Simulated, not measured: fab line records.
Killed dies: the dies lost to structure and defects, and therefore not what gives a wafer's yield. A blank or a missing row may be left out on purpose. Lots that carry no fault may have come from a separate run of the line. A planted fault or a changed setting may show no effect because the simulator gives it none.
Which tool was responsible? | flow nand-harc | 12 lots (36 wafers sampled), 1 step of a 1159-step route

WHAT THE GAUGES READ, wafer by wafer
NHARC_A_CONTACT_CD_MEAS_42 targets a cd of 200 nm.
lot  | measured     | on        | cd-nm (nm)
L074 | day 16 14:34 | cd-sem-01 | 200.4 199.0 200.2
L078 | day 16 19:16 | cd-sem-01 | 198.6 199.7 198.4
L076 | day 17 14:50 | cd-sem-03 | 198.6 199.2 199.5
L081 | day 18 00:45 | cd-sem-02 | 199.7 199.7 200.8
L083 | day 18 16:08 | cd-sem-02 | 198.7 199.8 198.6
L088 | day 19 06:30 | cd-sem-01 | 199.0 200.4 199.6
L086 | day 19 20:08 | cd-sem-02 | 198.3 199.5 198.9
L090 | day 20 07:22 | cd-sem-03 | 199.9 199.8 199.9
L092 | day 20 12:19 | cd-sem-02 | 200.6 200.8 199.9
L094 | day 21 09:58 | cd-sem-01 | 199.9 200.6 199.6
L096 | day 21 18:52 | cd-sem-02 | 200.1 200.4 200.1
L097 | day 22 02:38 | cd-sem-01 | 200.2 200.1 201.3

WHAT TOOL EACH LOT RAN ON (gives the tool, then ch and the chambers of the sampled wafers, and finally the start)
The record shows no process step preceding these readings.

THE ANSWER, worked out from the rows above alone
Rule: usual is defined by the lots themselves. Put in order of their means at a reading, lots are off if they are a third of the lots or fewer, leave a main group of 4 or more, and stand apart from it by a gap of 3 or more times the standard deviation of the main group's means; of several such gaps the widest counts. A main group is skipped when, at the precision printed for the reading in the tables above, its means are all equal. Also off: a lot with no number at a reading for which 4 or more lots have one. All remaining lots with rows at the step are treated as sound.
No lot is off on any of the readings shown, so nothing can be concluded from this.

WHAT THE SIMULATOR HAD INSERTED
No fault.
